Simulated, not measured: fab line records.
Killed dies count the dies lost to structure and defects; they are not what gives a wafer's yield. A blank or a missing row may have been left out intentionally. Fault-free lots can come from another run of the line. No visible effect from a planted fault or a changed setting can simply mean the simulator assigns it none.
Check for tools in common || flow n5 finfet || Sample size 9 lots and 27 wafers

## THE REASON FOR OPENING IT
On 2 of the 9 lots, a flag is raised at N5_BEOL_M8_INSPECT_13 on the reading raw defect count. Fault-free wafers read 408, with a standard deviation of 99.
Rule: a lot gets a flag if all its wafers with a number sit over 4 standard deviations from that mean, or if no wafer of it has a number. All remaining lots are regarded as sound.

{"lot": "L699", "measured": "day 9 07:19", "on": "defect inspect-02", "raw defect count, wafer by wafer": "445 387 277", "flag": ""}
{"lot": "L704", "measured": "day 10 13:53", "on": "defect inspect-01", "raw defect count, wafer by wafer": "456 364 441", "flag": ""}
{"lot": "L702", "measured": "day 10 18:01", "on": "defect inspect-02", "raw defect count, wafer by wafer": "333 510 390", "flag": ""}
{"lot": "L707", "measured": "day 11 16:13", "on": "defect inspect-02", "raw defect count, wafer by wafer": "318 381 400", "flag": ""}
{"lot": "L711", "measured": "day 12 15:08", "on": "defect inspect-02", "raw defect count, wafer by wafer": "437 401 464", "flag": ""}
{"lot": "L716", "measured": "day 13 21:37", "on": "defect inspect-02", "raw defect count, wafer by wafer": "284 320 445", "flag": ""}
{"lot": "L718", "measured": "day 14 07:45", "on": "defect inspect-01", "raw defect count, wafer by wafer": "267 332 337", "flag": ""}
{"lot": "L720", "measured": "day 15 01:14", "on": "defect inspect-02", "raw defect count, wafer by wafer": "1653 1549 1549", "flag": "FLAGGED"}
{"lot": "L722", "measured": "day 15 11:50", "on": "defect inspect-01", "raw defect count, wafer by wafer": "1555 1511 1581", "flag": "FLAGGED"}
On average the flagged lots' numbers are 1566, which is +1158 against the usual, or +12 standard deviations.

## WHICH TOOL RAN EACH LOT
3 process steps preceding the reading are held in the record, out of 1938 steps in the route. Every cell lists first the tool, next ch and the chambers used by the sampled wafers, and last the start.
{"lot": "L699", "flag": "", "N5_BEOL_M7_STRIP_80": "rie diel-03 ch 1,2,3, day 9 05:10 or earlier", "N5_BEOL_M8_ILD_DEP_00": "pecvd-01 ch 0,2, day 9 05:10", "N5_BEOL_M8_CURE_74": "uv cure-02 ch 2, day 9 05:35"}
{"lot": "L704", "flag": "", "N5_BEOL_M7_STRIP_80": "rie diel-03 ch 0,2, day 10 10:54 or earlier", "N5_BEOL_M8_ILD_DEP_00": "pecvd-04 ch 0,1, day 10 10:54", "N5_BEOL_M8_CURE_74": "uv cure-02 ch 2, day 10 11:00"}
{"lot": "L702", "flag": "", "N5_BEOL_M7_STRIP_80": "rie diel-04 ch 0,2, day 10 15:19 or earlier", "N5_BEOL_M8_ILD_DEP_00": "pecvd-04 ch 0,1, day 10 15:19", "N5_BEOL_M8_CURE_74": "uv cure-03 ch 0, day 10 15:23"}
{"lot": "L707", "flag": "", "N5_BEOL_M7_STRIP_80": "rie diel-03 ch 1,2, day 11 14:41 or earlier", "N5_BEOL_M8_ILD_DEP_00": "pecvd-01 ch 0,1, day 11 14:41", "N5_BEOL_M8_CURE_74": "uv cure-01 ch 0, day 11 14:45"}
{"lot": "L711", "flag": "", "N5_BEOL_M7_STRIP_80": "rie diel-03 ch 0,1,2, day 12 10:37 or earlier", "N5_BEOL_M8_ILD_DEP_00": "pecvd-01 ch 0,1,2, day 12 10:37", "N5_BEOL_M8_CURE_74": "uv cure-02 ch 2, day 12 10:40"}
{"lot": "L716", "flag": "", "N5_BEOL_M7_STRIP_80": "rie diel-03 ch 1,2, day 13 18:19 or earlier", "N5_BEOL_M8_ILD_DEP_00": "pecvd-04 ch 0,1,2, day 13 18:19", "N5_BEOL_M8_CURE_74": "uv cure-02 ch 2, day 13 18:32"}
{"lot": "L718", "flag": "", "N5_BEOL_M7_STRIP_80": "rie diel-04 ch 0,2, day 14 05:19 or earlier", "N5_BEOL_M8_ILD_DEP_00": "pecvd-04 ch 1,2, day 14 05:19", "N5_BEOL_M8_CURE_74": "uv cure-02 ch 2, day 14 05:23"}
{"lot": "L720", "flag": "FLAGGED", "N5_BEOL_M7_STRIP_80": "rie diel-04 ch 0,1,3, day 14 21:58 or earlier", "N5_BEOL_M8_ILD_DEP_00": "pecvd-04 ch 0,1, day 14 21:58", "N5_BEOL_M8_CURE_74": "uv cure-03 ch 2, day 14 22:24"}
{"lot": "L722", "flag": "FLAGGED", "N5_BEOL_M7_STRIP_80": "rie diel-03 ch 0,2,3, day 15 08:40 or earlier", "N5_BEOL_M8_ILD_DEP_00": "pecvd-04 ch 1,2, day 15 08:40", "N5_BEOL_M8_CURE_74": "uv cure-02 ch 2, day 15 08:54"}
What the steps here do:
- N5_BEOL_M7_STRIP_80: strips in N2/H2, time 10 s.
- N5_BEOL_M8_ILD_DEP_00: deposits SiCOH lowk from DEMS/porogen, target thk 179.75 nm, time 33.4 s.
- N5_BEOL_M8_CURE_74: cures SiCOH lowk, time 240 s.
- N5_BEOL_M8_INSPECT_13: inspects for defects (brightfield).

## FLAGGED OVER TOTAL, TOOL BY TOOL (the gauges that took the reading come last)
{"step": "N5_BEOL_M7_STRIP_80", "tool": "rie diel-03", "lots run": 6, "flagged": 1, "share of the flagged lots": "some", "sound lots run after its first flagged lot": 0}
{"step": "N5_BEOL_M7_STRIP_80", "tool": "rie diel-04", "lots run": 3, "flagged": 1, "share of the flagged lots": "some", "sound lots run after its first flagged lot": 0}
{"step": "N5_BEOL_M8_ILD_DEP_00", "tool": "pecvd-01", "lots run": 3, "flagged": 0, "share of the flagged lots": "none", "sound lots run after its first flagged lot": "-"}
{"step": "N5_BEOL_M8_ILD_DEP_00", "tool": "pecvd-04", "lots run": 6, "flagged": 2, "share of the flagged lots": "all", "sound lots run after its first flagged lot": 0}
{"step": "N5_BEOL_M8_CURE_74", "tool": "uv cure-01", "lots run": 1, "flagged": 0, "share of the flagged lots": "none", "sound lots run after its first flagged lot": "-"}
{"step": "N5_BEOL_M8_CURE_74", "tool": "uv cure-02", "lots run": 6, "flagged": 1, "share of the flagged lots": "some", "sound lots run after its first flagged lot": 0}
{"step": "N5_BEOL_M8_CURE_74", "tool": "uv cure-03", "lots run": 2, "flagged": 1, "share of the flagged lots": "some", "sound lots run after its first flagged lot": 0}
{"step": "N5_BEOL_M8_INSPECT_13", "tool": "defect inspect-01", "lots run": 3, "flagged": 1, "share of the flagged lots": "some", "sound lots run after its first flagged lot": 0}
{"step": "N5_BEOL_M8_INSPECT_13", "tool": "defect inspect-02", "lots run": 6, "flagged": 1, "share of the flagged lots": "some", "sound lots run after its first flagged lot": 0}
Because N5_BEOL_M7_STRIP_80 lacks a start for some lots, the hours and order of its lots are taken from N5_BEOL_M8_ILD_DEP_00.

## WHAT THE TABLE PERMITS
Rows of the table that ran each flagged lot: 1, that is pecvd-04 at N5_BEOL_M8_ILD_DEP_00.
- pecvd-04 at N5_BEOL_M8_ILD_DEP_00: 2 of its 6 lots flagged. Last sound lot L718 at day 14 05:19, first flagged lot L720 at day 14 21:58; a fault beginning in between fits.
Just one tool remains: pecvd-04 at N5_BEOL_M8_ILD_DEP_00.

## WHAT HAD BEEN PUT IN BY THE SIMULATOR
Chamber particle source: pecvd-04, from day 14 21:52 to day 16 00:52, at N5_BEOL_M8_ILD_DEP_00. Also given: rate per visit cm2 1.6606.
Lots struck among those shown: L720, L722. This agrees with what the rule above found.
